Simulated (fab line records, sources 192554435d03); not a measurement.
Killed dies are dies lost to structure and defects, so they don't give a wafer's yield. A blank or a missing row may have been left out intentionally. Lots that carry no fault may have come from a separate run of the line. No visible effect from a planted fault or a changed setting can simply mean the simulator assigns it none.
Which tool was responsible? || flow n5Finfet || 72 wafers from 24 lots sampled at 6 of the route's 1938 steps

WHAT EACH GAUGE READ, for each wafer
N5_BEOL_M14_CD_MEAS_28: target cd 284.4 nm.
{"lot": "L074", "measured": "day 11 15:46", "on": "cdSem-01", "cdNm (nm)": "286.9 289.9 283.9"}
{"lot": "L075", "measured": "day 12 02:02", "on": "cdSem-03", "cdNm (nm)": "284.2 281.8 281.1"}
{"lot": "L076", "measured": "day 12 02:26", "on": "cdSem-02", "cdNm (nm)": "282.9 282.5 284.9"}
{"lot": "L078", "measured": "day 12 12:48", "on": "cdSem-02", "cdNm (nm)": "287.8 288.2 287.5"}
{"lot": "L077", "measured": "day 12 13:35", "on": "cdSem-02", "cdNm (nm)": "286.4 286.7 287.9"}
{"lot": "L080", "measured": "day 13 05:41", "on": "cdSem-01", "cdNm (nm)": "282.4 285.6 281.3"}
{"lot": "L081", "measured": "day 13 09:44", "on": "cdSem-03", "cdNm (nm)": "285.6 284.3 284.7"}
{"lot": "L079", "measured": "day 13 09:56", "on": "cdSem-01", "cdNm (nm)": "289.1 288.2 289.5"}
{"lot": "L083", "measured": "day 14 01:23", "on": "cdSem-01", "cdNm (nm)": "282.7 283.0 281.9"}
{"lot": "L082", "measured": "day 14 02:30", "on": "cdSem-01", "cdNm (nm)": "286.4 286.7 285.2"}
{"lot": "L086", "measured": "day 14 08:44", "on": "cdSem-02", "cdNm (nm)": "283.2 286.5 289.3"}
{"lot": "L084", "measured": "day 14 08:54", "on": "cdSem-02", "cdNm (nm)": "289.7 290.4 283.7"}
{"lot": "L085", "measured": "day 14 18:28", "on": "cdSem-02", "cdNm (nm)": "284.3 288.3 285.7"}
{"lot": "L089", "measured": "day 15 14:25", "on": "cdSem-01", "cdNm (nm)": "286.4 288.9 284.9"}
{"lot": "L088", "measured": "day 15 15:01", "on": "cdSem-01", "cdNm (nm)": "281.6 282.9 286.0"}
{"lot": "L087", "measured": "day 16 01:11", "on": "cdSem-01", "cdNm (nm)": "283.1 287.9 285.6"}
{"lot": "L090", "measured": "day 16 04:17", "on": "cdSem-01", "cdNm (nm)": "288.4 286.8 286.3"}
{"lot": "L091", "measured": "day 16 10:56", "on": "cdSem-03", "cdNm (nm)": "291.3 288.7 292.8"}
{"lot": "L093", "measured": "day 17 00:49", "on": "cdSem-02", "cdNm (nm)": "287.3 284.5 282.5"}
{"lot": "L092", "measured": "day 17 04:18", "on": "cdSem-01", "cdNm (nm)": "285.3 284.0 286.9"}
{"lot": "L094", "measured": "day 17 18:34", "on": "cdSem-01", "cdNm (nm)": "282.6 283.3 285.2"}
{"lot": "L095", "measured": "day 17 18:44", "on": "cdSem-03", "cdNm (nm)": "283.3 287.0 285.3"}
{"lot": "L097", "measured": "day 18 01:11", "on": "cdSem-03", "cdNm (nm)": "289.5 285.8 288.5"}
{"lot": "L096", "measured": "day 18 01:22", "on": "cdSem-01", "cdNm (nm)": "287.0 286.3 285.5"}

N5_BEOL_M14_OCD_MEAS_35.
{"lot": "L074", "measured": "day 11 16:28", "on": "ocd-01", "trenchDepthNm (nm)": "548 562 538"}
{"lot": "L075", "measured": "day 12 02:53", "on": "ocd-02", "trenchDepthNm (nm)": "578 559 559"}
{"lot": "L076", "measured": "day 12 03:33", "on": "ocd-02", "trenchDepthNm (nm)": "552 574 591"}
{"lot": "L078", "measured": "day 12 13:30", "on": "ocd-01", "trenchDepthNm (nm)": "562 515 555"}
{"lot": "L077", "measured": "day 12 14:17", "on": "ocd-02", "trenchDepthNm (nm)": "566 561 574"}
{"lot": "L080", "measured": "day 13 06:31", "on": "ocd-01", "trenchDepthNm (nm)": "543 575 553"}
{"lot": "L081", "measured": "day 13 10:29", "on": "ocd-02", "trenchDepthNm (nm)": "590 571 569"}
{"lot": "L079", "measured": "day 13 10:55", "on": "ocd-01", "trenchDepthNm (nm)": "539 574 565"}
{"lot": "L083", "measured": "day 14 02:05", "on": "ocd-01", "trenchDepthNm (nm)": "544 572 544"}
{"lot": "L082", "measured": "day 14 03:26", "on": "ocd-01", "trenchDepthNm (nm)": "546 573 591"}
{"lot": "L086", "measured": "day 14 09:26", "on": "ocd-01", "trenchDepthNm (nm)": "551 579 561"}
{"lot": "L084", "measured": "day 14 09:36", "on": "ocd-02", "trenchDepthNm (nm)": "569 520 570"}
{"lot": "L085", "measured": "day 14 19:10", "on": "ocd-02", "trenchDepthNm (nm)": "584 592 587"}
{"lot": "L089", "measured": "day 15 15:20", "on": "ocd-02", "trenchDepthNm (nm)": "575 535 534"}
{"lot": "L088", "measured": "day 15 16:13", "on": "ocd-02", "trenchDepthNm (nm)": "562 546 504"}
{"lot": "L087", "measured": "day 16 01:53", "on": "ocd-01", "trenchDepthNm (nm)": "512 558 552"}
{"lot": "L090", "measured": "day 16 04:58", "on": "ocd-02", "trenchDepthNm (nm)": "505 555 511"}
{"lot": "L091", "measured": "day 16 11:38", "on": "ocd-02", "trenchDepthNm (nm)": "556 570 545"}
{"lot": "L093", "measured": "day 17 01:31", "on": "ocd-01", "trenchDepthNm (nm)": "556 558 552"}
{"lot": "L092", "measured": "day 17 05:05", "on": "ocd-01", "trenchDepthNm (nm)": "554 562 511"}
{"lot": "L094", "measured": "day 17 19:16", "on": "ocd-02", "trenchDepthNm (nm)": "563 570 564"}
{"lot": "L095", "measured": "day 17 19:26", "on": "ocd-01", "trenchDepthNm (nm)": "564 564 544"}
{"lot": "L097", "measured": "day 18 01:53", "on": "ocd-02", "trenchDepthNm (nm)": "532 569 573"}
{"lot": "L096", "measured": "day 18 02:04", "on": "ocd-02", "trenchDepthNm (nm)": "555 570 538"}

N5_BEOL_M14_RS_MEAS_54: the measuring method here is four-point-probe.
{"lot": "L074", "measured": "day 11 22:49", "on": "filmMetro-02", "M14_RS (ohm/sq)": "0.0338 0.0328 0.0344"}
{"lot": "L075", "measured": "day 12 09:38", "on": "filmMetro-01", "M14_RS (ohm/sq)": "0.0319 0.0328 0.0329"}
{"lot": "L076", "measured": "day 12 09:31", "on": "filmMetro-01", "M14_RS (ohm/sq)": "0.0333 0.0321 0.0311"}
{"lot": "L078", "measured": "day 12 16:54", "on": "filmMetro-01", "M14_RS (ohm/sq)": "0.0329 0.0360 0.0332"}
{"lot": "L077", "measured": "day 12 18:14", "on": "filmMetro-01", "M14_RS (ohm/sq)": "0.0326 0.0329 0.0322"}
{"lot": "L080", "measured": "day 13 08:39", "on": "filmMetro-02", "M14_RS (ohm/sq)": "0.0340 0.0319 0.0335"}
{"lot": "L081", "measured": "day 13 12:17", "on": "filmMetro-02", "M14_RS (ohm/sq)": "0.0313 0.0325 0.0326"}
{"lot": "L079", "measured": "day 13 18:46", "on": "filmMetro-02", "M14_RS (ohm/sq)": "0.0343 0.0320 0.0327"}
{"lot": "L083", "measured": "day 14 05:23", "on": "filmMetro-02", "M14_RS (ohm/sq)": "0.0339 0.0323 0.0340"}
{"lot": "L082", "measured": "day 14 07:44", "on": "filmMetro-02", "M14_RS (ohm/sq)": "0.0337 0.0321 0.0310"}
{"lot": "L086", "measured": "day 14 13:23", "on": "filmMetro-01", "M14_RS (ohm/sq)": "0.0334 0.0318 0.0327"}
{"lot": "L084", "measured": "day 14 15:39", "on": "filmMetro-02", "M14_RS (ohm/sq)": "0.0324 0.0358 0.0324"}
{"lot": "L085", "measured": "day 14 23:10", "on": "filmMetro-01", "M14_RS (ohm/sq)": "0.0314 0.0311 0.0314"}
{"lot": "L089", "measured": "day 15 22:19", "on": "filmMetro-02", "M14_RS (ohm/sq)": "0.0321 0.0345 0.0345"}
{"lot": "L088", "measured": "day 15 22:46", "on": "filmMetro-02", "M14_RS (ohm/sq)": "0.0329 0.0338 0.0368"}
{"lot": "L087", "measured": "day 16 04:52", "on": "filmMetro-02", "M14_RS (ohm/sq)": "0.0361 0.0329 0.0332"}
{"lot": "L090", "measured": "day 16 09:17", "on": "filmMetro-01", "M14_RS (ohm/sq)": "0.0367 0.0331 0.0360"}
{"lot": "L091", "measured": "day 16 18:52", "on": "filmMetro-02", "M14_RS (ohm/sq)": "0.0333 0.0325 0.0338"}
{"lot": "L093", "measured": "day 17 04:41", "on": "filmMetro-02", "M14_RS (ohm/sq)": "0.0332 0.0332 0.0334"}
{"lot": "L092", "measured": "day 17 07:55", "on": "filmMetro-01", "M14_RS (ohm/sq)": "0.0335 0.0328 0.0362"}
{"lot": "L094", "measured": "day 17 23:16", "on": "filmMetro-01", "M14_RS (ohm/sq)": "0.0325 0.0322 0.0326"}
{"lot": "L095", "measured": "day 17 23:19", "on": "filmMetro-02", "M14_RS (ohm/sq)": "0.0327 0.0327 0.0341"}
{"lot": "L097", "measured": "day 18 12:06", "on": "filmMetro-02", "M14_RS (ohm/sq)": "0.0347 0.0323 0.0321"}
{"lot": "L096", "measured": "day 18 12:08", "on": "filmMetro-01", "M14_RS (ohm/sq)": "0.0333 0.0324 0.0343"}

N5_BEOL_M15_CD_MEAS_10: target cd 360 nm.
{"lot": "L074", "measured": "day 11 23:34", "on": "cdSem-03", "cdNm (nm)": "363 362 361"}
{"lot": "L075", "measured": "day 12 10:25", "on": "cdSem-02", "cdNm (nm)": "364 365 363"}
{"lot": "L076", "measured": "day 12 10:15", "on": "cdSem-02", "cdNm (nm)": "357 359 359"}
{"lot": "L078", "measured": "day 12 17:31", "on": "cdSem-03", "cdNm (nm)": "360 357 360"}
{"lot": "L077", "measured": "day 12 18:51", "on": "cdSem-01", "cdNm (nm)": "363 363 362"}
{"lot": "L080", "measured": "day 13 09:23", "on": "cdSem-03", "cdNm (nm)": "361 364 363"}
{"lot": "L081", "measured": "day 13 13:02", "on": "cdSem-03", "cdNm (nm)": "362 360 361"}
{"lot": "L079", "measured": "day 13 19:23", "on": "cdSem-03", "cdNm (nm)": "360 360 357"}
{"lot": "L083", "measured": "day 14 06:07", "on": "cdSem-01", "cdNm (nm)": "360 356 354"}
{"lot": "L082", "measured": "day 14 08:30", "on": "cdSem-02", "cdNm (nm)": "363 361 362"}
{"lot": "L086", "measured": "day 14 14:07", "on": "cdSem-02", "cdNm (nm)": "364 363 363"}
{"lot": "L084", "measured": "day 14 16:30", "on": "cdSem-01", "cdNm (nm)": "357 355 359"}
{"lot": "L085", "measured": "day 14 23:55", "on": "cdSem-03", "cdNm (nm)": "361 361 361"}
{"lot": "L089", "measured": "day 15 23:04", "on": "cdSem-03", "cdNm (nm)": "363 362 362"}
{"lot": "L088", "measured": "day 15 23:31", "on": "cdSem-03", "cdNm (nm)": "354 360 359"}
{"lot": "L087", "measured": "day 16 05:37", "on": "cdSem-03", "cdNm (nm)": "362 362 363"}
{"lot": "L090", "measured": "day 16 09:53", "on": "cdSem-01", "cdNm (nm)": "362 356 362"}
{"lot": "L091", "measured": "day 16 19:36", "on": "cdSem-02", "cdNm (nm)": "362 364 363"}
{"lot": "L093", "measured": "day 17 05:25", "on": "cdSem-03", "cdNm (nm)": "361 365 366"}
{"lot": "L092", "measured": "day 17 08:32", "on": "cdSem-01", "cdNm (nm)": "358 357 359"}
{"lot": "L094", "measured": "day 17 23:53", "on": "cdSem-03", "cdNm (nm)": "356 363 363"}
{"lot": "L095", "measured": "day 18 00:04", "on": "cdSem-01", "cdNm (nm)": "365 364 362"}
{"lot": "L097", "measured": "day 18 12:43", "on": "cdSem-02", "cdNm (nm)": "358 359 355"}
{"lot": "L096", "measured": "day 18 12:45", "on": "cdSem-03", "cdNm (nm)": "356 363 362"}

N5_BEOL_M15_INSPECT_12: inspects for defects (macro).
{"lot": "L074", "measured": "day 11 23:37", "on": "defectInspect-02", "rawDefectCount": "4 0 3"}
{"lot": "L075", "measured": "day 12 10:28", "on": "defectInspect-02", "rawDefectCount": "2 2 1"}
{"lot": "L076", "measured": "day 12 10:18", "on": "defectInspect-01", "rawDefectCount": "1 2 2"}
{"lot": "L078", "measured": "day 12 17:34", "on": "defectInspect-01", "rawDefectCount": "2 2 1"}
{"lot": "L077", "measured": "day 12 18:54", "on": "defectInspect-01", "rawDefectCount": "0 2 1"}
{"lot": "L080", "measured": "day 13 09:27", "on": "defectInspect-01", "rawDefectCount": "1 0 2"}
{"lot": "L081", "measured": "day 13 13:05", "on": "defectInspect-01", "rawDefectCount": "4 1 2"}
{"lot": "L079", "measured": "day 13 19:26", "on": "defectInspect-01", "rawDefectCount": "2 2 4"}
{"lot": "L083", "measured": "day 14 06:10", "on": "defectInspect-02", "rawDefectCount": "0 4 1"}
{"lot": "L082", "measured": "day 14 08:33", "on": "defectInspect-02", "rawDefectCount": "0 0 1"}
{"lot": "L086", "measured": "day 14 14:10", "on": "defectInspect-02", "rawDefectCount": "4 2 3"}
{"lot": "L084", "measured": "day 14 16:33", "on": "defectInspect-01", "rawDefectCount": "2 1 1"}
{"lot": "L085", "measured": "day 14 23:58", "on": "defectInspect-01", "rawDefectCount": "3 2 4"}
{"lot": "L089", "measured": "day 15 23:07", "on": "defectInspect-01", "rawDefectCount": "4 1 0"}
{"lot": "L088", "measured": "day 15 23:34", "on": "defectInspect-01", "rawDefectCount": "1 1 1"}
{"lot": "L087", "measured": "day 16 05:40", "on": "defectInspect-01", "rawDefectCount": "1 1 0"}
{"lot": "L090", "measured": "day 16 09:57", "on": "defectInspect-01", "rawDefectCount": "1 0 1"}
{"lot": "L091", "measured": "day 16 19:39", "on": "defectInspect-02", "rawDefectCount": "1 1 2"}
{"lot": "L093", "measured": "day 17 05:29", "on": "defectInspect-01", "rawDefectCount": "3 2 8"}
{"lot": "L092", "measured": "day 17 08:35", "on": "defectInspect-02", "rawDefectCount": "3 1 4"}
{"lot": "L094", "measured": "day 17 23:56", "on": "defectInspect-02", "rawDefectCount": "2 2 1"}
{"lot": "L095", "measured": "day 18 00:07", "on": "defectInspect-02", "rawDefectCount": "2 5 1"}
{"lot": "L097", "measured": "day 18 12:46", "on": "defectInspect-02", "rawDefectCount": "1 0 2"}
{"lot": "L096", "measured": "day 18 12:49", "on": "defectInspect-01", "rawDefectCount": "3 4 1"}

WHAT TOOL EACH LOT RAN ON (gives the tool, then ch and the chambers of the sampled wafers, and finally the start)
{"lot": "L074", "N5_BEOL_M14_STRIP_37": "rieDiel-01 ch 1,2, day 11 20:47"}
{"lot": "L075", "N5_BEOL_M14_STRIP_37": "rieDiel-04 ch 0,1, day 12 07:49"}
{"lot": "L076", "N5_BEOL_M14_STRIP_37": "rieDiel-02 ch 0,1,3, day 12 07:47"}
{"lot": "L078", "N5_BEOL_M14_STRIP_37": "rieDiel-04 ch 0,1,2, day 12 15:16"}
{"lot": "L077", "N5_BEOL_M14_STRIP_37": "rieDiel-02 ch 0,2, day 12 15:52"}
{"lot": "L080", "N5_BEOL_M14_STRIP_37": "rieDiel-01 ch 1,2,3, day 13 06:54"}
{"lot": "L081", "N5_BEOL_M14_STRIP_37": "rieDiel-02 ch 0,2,3, day 13 10:44"}
{"lot": "L079", "N5_BEOL_M14_STRIP_37": "rieDiel-01 ch 1,3, day 13 16:01"}
{"lot": "L083", "N5_BEOL_M14_STRIP_37": "rieDiel-04 ch 0,3, day 14 02:07"}
{"lot": "L082", "N5_BEOL_M14_STRIP_37": "rieDiel-01 ch 1,2,3, day 14 03:46"}
{"lot": "L086", "N5_BEOL_M14_STRIP_37": "rieDiel-02 ch 0,1,3, day 14 09:36"}
{"lot": "L084", "N5_BEOL_M14_STRIP_37": "rieDiel-04 ch 0,1,2, day 14 11:52"}
{"lot": "L085", "N5_BEOL_M14_STRIP_37": "rieDiel-04 ch 0,1,3, day 14 20:23"}
{"lot": "L089", "N5_BEOL_M14_STRIP_37": "rieDiel-04 ch 1,2, day 15 17:46"}
{"lot": "L088", "N5_BEOL_M14_STRIP_37": "rieDiel-02 ch 1,2,3, day 15 18:14"}
{"lot": "L087", "N5_BEOL_M14_STRIP_37": "rieDiel-02 ch 0,1,2, day 16 01:56"}
{"lot": "L090", "N5_BEOL_M14_STRIP_37": "rieDiel-04 ch 1,3, day 16 05:14"}
{"lot": "L091", "N5_BEOL_M14_STRIP_37": "rieDiel-04 ch 0,1,3, day 16 14:10"}
{"lot": "L093", "N5_BEOL_M14_STRIP_37": "rieDiel-04 ch 1,3, day 17 02:49"}
{"lot": "L092", "N5_BEOL_M14_STRIP_37": "rieDiel-01 ch 1,2,3, day 17 05:56"}
{"lot": "L094", "N5_BEOL_M14_STRIP_37": "rieDiel-02 ch 0,3, day 17 21:37"}
{"lot": "L095", "N5_BEOL_M14_STRIP_37": "rieDiel-04 ch 1,2, day 17 21:40"}
{"lot": "L097", "N5_BEOL_M14_STRIP_37": "rieDiel-02 ch 1,3, day 18 10:19"}
{"lot": "L096", "N5_BEOL_M14_STRIP_37": "rieDiel-04 ch 0,1,3, day 18 10:22"}
- N5_BEOL_M14_STRIP_37: strips in O2.

AS READ BY THE TOOLS THEMSELVES (means over the sampled wafers that have a number; for cases with no such wafer, the mark the record gives instead)
N5_BEOL_M14_STRIP_37.
{"lot": "L074", "tool": "rieDiel-01", "drypumpMotorCurrentA (A)": 5.7, "oesProductAu (a.u.)": 0.78, "rfVppV (V)": 4.9, "showerheadPlenumPTorr (Torr)": 2.05, "throttleValvePct (%)": 16.56}
{"lot": "L075", "tool": "rieDiel-04", "drypumpMotorCurrentA (A)": 5.7, "oesProductAu (a.u.)": 0.82, "rfVppV (V)": 3.7, "showerheadPlenumPTorr (Torr)": 2.17, "throttleValvePct (%)": 16.67}
{"lot": "L076", "tool": "rieDiel-02", "drypumpMotorCurrentA (A)": 5.4, "oesProductAu (a.u.)": 0.77, "rfVppV (V)": 3.3, "showerheadPlenumPTorr (Torr)": 2.07, "throttleValvePct (%)": 16.71}
{"lot": "L078", "tool": "rieDiel-04", "drypumpMotorCurrentA (A)": 5.4, "oesProductAu (a.u.)": 0.84, "rfVppV (V)": 3.1, "showerheadPlenumPTorr (Torr)": 2.17, "throttleValvePct (%)": 16.63}
{"lot": "L077", "tool": "rieDiel-02", "drypumpMotorCurrentA (A)": 5.9, "oesProductAu (a.u.)": 0.75, "rfVppV (V)": 4.3, "showerheadPlenumPTorr (Torr)": 2.10, "throttleValvePct (%)": 16.53}
{"lot": "L080", "tool": "rieDiel-01", "drypumpMotorCurrentA (A)": 5.6, "oesProductAu (a.u.)": 0.75, "rfVppV (V)": 3.3, "showerheadPlenumPTorr (Torr)": 2.05, "throttleValvePct (%)": 16.71}
{"lot": "L081", "tool": "rieDiel-02", "drypumpMotorCurrentA (A)": 5.6, "oesProductAu (a.u.)": 0.76, "rfVppV (V)": 3.8, "showerheadPlenumPTorr (Torr)": 2.09, "throttleValvePct (%)": 16.67}
{"lot": "L079", "tool": "rieDiel-01", "drypumpMotorCurrentA (A)": 5.6, "oesProductAu (a.u.)": 0.74, "rfVppV (V)": 3.3, "showerheadPlenumPTorr (Torr)": 2.02, "throttleValvePct (%)": 16.68}
{"lot": "L083", "tool": "rieDiel-04", "drypumpMotorCurrentA (A)": 5.6, "oesProductAu (a.u.)": 0.81, "rfVppV (V)": 3.6, "showerheadPlenumPTorr (Torr)": 2.21, "throttleValvePct (%)": 16.57}
{"lot": "L082", "tool": "rieDiel-01", "drypumpMotorCurrentA (A)": 5.6, "oesProductAu (a.u.)": 0.74, "rfVppV (V)": 2.5, "showerheadPlenumPTorr (Torr)": 2.05, "throttleValvePct (%)": 16.74}
{"lot": "L086", "tool": "rieDiel-02", "drypumpMotorCurrentA (A)": 5.4, "oesProductAu (a.u.)": 0.74, "rfVppV (V)": 4.6, "showerheadPlenumPTorr (Torr)": 2.07, "throttleValvePct (%)": 16.74}
{"lot": "L084", "tool": "rieDiel-04", "drypumpMotorCurrentA (A)": 5.4, "oesProductAu (a.u.)": 0.82, "rfVppV (V)": 3.4, "showerheadPlenumPTorr (Torr)": 2.16, "throttleValvePct (%)": 16.65}
{"lot": "L085", "tool": "rieDiel-04", "drypumpMotorCurrentA (A)": 5.6, "oesProductAu (a.u.)": 0.86, "rfVppV (V)": 3.2, "showerheadPlenumPTorr (Torr)": 2.17, "throttleValvePct (%)": 16.57}
{"lot": "L089", "tool": "rieDiel-04", "drypumpMotorCurrentA (A)": 5.0, "oesProductAu (a.u.)": 0.79, "rfVppV (V)": 4.7, "showerheadPlenumPTorr (Torr)": 2.11, "throttleValvePct (%)": 16.74}
{"lot": "L088", "tool": "rieDiel-02", "drypumpMotorCurrentA (A)": 5.3, "oesProductAu (a.u.)": 0.73, "rfVppV (V)": 3.5, "showerheadPlenumPTorr (Torr)": 2.12, "throttleValvePct (%)": 16.69}
{"lot": "L087", "tool": "rieDiel-02", "drypumpMotorCurrentA (A)": 5.7, "oesProductAu (a.u.)": 0.71, "rfVppV (V)": 4.3, "showerheadPlenumPTorr (Torr)": 2.06, "throttleValvePct (%)": 16.62}
{"lot": "L090", "tool": "rieDiel-04", "drypumpMotorCurrentA (A)": 5.7, "oesProductAu (a.u.)": 0.87, "rfVppV (V)": 4.1, "showerheadPlenumPTorr (Torr)": 2.14, "throttleValvePct (%)": 16.56}
{"lot": "L091", "tool": "rieDiel-04", "drypumpMotorCurrentA (A)": 5.7, "oesProductAu (a.u.)": 0.83, "rfVppV (V)": 3.8, "showerheadPlenumPTorr (Torr)": 2.17, "throttleValvePct (%)": 16.59}
{"lot": "L093", "tool": "rieDiel-04", "drypumpMotorCurrentA (A)": 5.6, "oesProductAu (a.u.)": 0.86, "rfVppV (V)": 3.3, "showerheadPlenumPTorr (Torr)": 2.13, "throttleValvePct (%)": 16.57}
{"lot": "L092", "tool": "rieDiel-01", "drypumpMotorCurrentA (A)": 5.6, "oesProductAu (a.u.)": 0.72, "rfVppV (V)": 3.2, "showerheadPlenumPTorr (Torr)": 2.04, "throttleValvePct (%)": 16.75}
{"lot": "L094", "tool": "rieDiel-02", "drypumpMotorCurrentA (A)": 5.3, "oesProductAu (a.u.)": 0.75, "rfVppV (V)": 4.3, "showerheadPlenumPTorr (Torr)": 2.08, "throttleValvePct (%)": 16.88}
{"lot": "L095", "tool": "rieDiel-04", "drypumpMotorCurrentA (A)": 5.4, "oesProductAu (a.u.)": 0.76, "rfVppV (V)": 3.6, "showerheadPlenumPTorr (Torr)": 2.11, "throttleValvePct (%)": 16.82}
{"lot": "L097", "tool": "rieDiel-02", "drypumpMotorCurrentA (A)": 5.0, "oesProductAu (a.u.)": 0.73, "rfVppV (V)": 4.7, "showerheadPlenumPTorr (Torr)": 2.11, "throttleValvePct (%)": 16.88}
{"lot": "L096", "tool": "rieDiel-04", "drypumpMotorCurrentA (A)": 5.7, "oesProductAu (a.u.)": 0.82, "rfVppV (V)": 3.2, "showerheadPlenumPTorr (Torr)": 2.16, "throttleValvePct (%)": 16.61}

THE ANSWER, worked out from the rows above alone
Rule: usual is defined by the lots themselves. The widest of any qualifying gaps counts: lots, ordered by their means at a reading, are off when they make up no more than a third of the lots, leave a main group of 4 or more, and stand apart from it by 3 or more times the standard deviation of that group's means. Not used: any main group whose means are identical at the precision the tables above print for the reading. A lot without any number at a reading at which 4 lots or more have one is off too. The other lots that the step has rows for count as sound. Order of review: gauges by route order, followed by the tools' own readings, for which a lot's mean as printed above is used. At the first step where some lot is off, the reading lying furthest off is the one used; lots without a number count as furthest.
No lot is off at any reading shown: from this, nothing can be told.

WHAT THE SIMULATOR HAD PUT IN
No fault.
